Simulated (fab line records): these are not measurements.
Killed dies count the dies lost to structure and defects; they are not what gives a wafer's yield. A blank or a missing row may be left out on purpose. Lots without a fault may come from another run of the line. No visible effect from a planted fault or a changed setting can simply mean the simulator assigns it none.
Which of the tools did it? | flow nand-harc | 6 lots, 18 wafers sampled, at 3 steps of a route of 1159

WHAT THE GAUGES SHOWED, per wafer
NHARC_A_ONON_D1_THK_MEAS_08: measures by ellipsometry.
lot  | measured     | on            | thk-nm (nm)
L997 | day 7 21:40  | film-metro-01 | 999 1000 1000
L104 | day 9 07:20  | film-metro-02 | 990 989 992
L106 | day 10 01:17 | film-metro-02 | 993 995 994
L109 | day 10 20:17 | film-metro-02 | 1001 1001 1002
L112 | day 11 15:38 | film-metro-01 | 713 713 998
L115 | day 12 02:56 | film-metro-02 | 712 713 993

EACH LOT AND THE TOOL THAT RAN IT (in order: tool; ch and the chambers of the sampled wafers; start)
lot  | NHARC_A_ZERO_WELL_DESCUM_12        | NHARC_A_ONON_D1_DEP_06
L997 | rie-diel-05 ch 1,2, day 6 22:20    | pecvd-onon-02 ch 0, day 7 21:13
L104 | rie-diel-09 ch 1,3, day 8 10:01    | pecvd-onon-02 ch 0, day 9 06:57
L106 | rie-diel-13 ch 0,1, day 9 02:18    | pecvd-onon-01 ch 0, day 10 00:50
L109 | rie-diel-09 ch 0,1,3, day 9 20:31  | pecvd-onon-02 ch 0, day 10 19:46
L112 | rie-diel-13 ch 1,2,3, day 10 16:01 | pecvd-onon-02 ch 0, day 11 15:08
L115 | rie-diel-05 ch 0,2,3, day 11 01:19 | pecvd-onon-02 ch 0, day 12 02:25
- NHARC_A_ZERO_WELL_DESCUM_12: chemistry O2, time 3 s.
- NHARC_A_ONON_D1_DEP_06: target thk 1000 nm.

THE ANSWER, worked out from the rows above alone
Rule: usual is defined by the lots themselves. Put in order of their means at a reading, lots are off if they are a third of the lots or fewer, leave a main group of 4 or more, and stand apart from it by a gap of 3 or more times the standard deviation of the main group's means; of several such gaps the widest counts. The tables above print the reading to a certain number of digits; a main group whose means all agree to those digits is not used. Also off: a lot with no number at a reading for which 4 or more lots have one. Where the step has rows for the other lots, those lots are counted as sound.
Off at NHARC_A_ONON_D1_THK_MEAS_08 (thk-nm): L112, L115. Main group: mean 996 nm, sd 4.4.
A tool fits if, at a process step before that reading, it ran every lot that is off, and no sound lot after the first of them. Those tools and the gauges at NHARC_A_ONON_D1_THK_MEAS_08 are tried in the same way. One fits: NHARC_A_ONON_D1_DEP_06 on pecvd-onon-02. A fault onset in the window from L109 (day 10 19:46, its last sound lot) to L112 (day 11 15:08, its first lot off) fits.

WHAT WAS PUT IN BY THE SIMULATOR
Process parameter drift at NHARC_A_ONON_D1_DEP_06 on pecvd-onon-02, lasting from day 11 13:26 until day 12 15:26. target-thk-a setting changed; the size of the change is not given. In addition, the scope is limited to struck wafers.
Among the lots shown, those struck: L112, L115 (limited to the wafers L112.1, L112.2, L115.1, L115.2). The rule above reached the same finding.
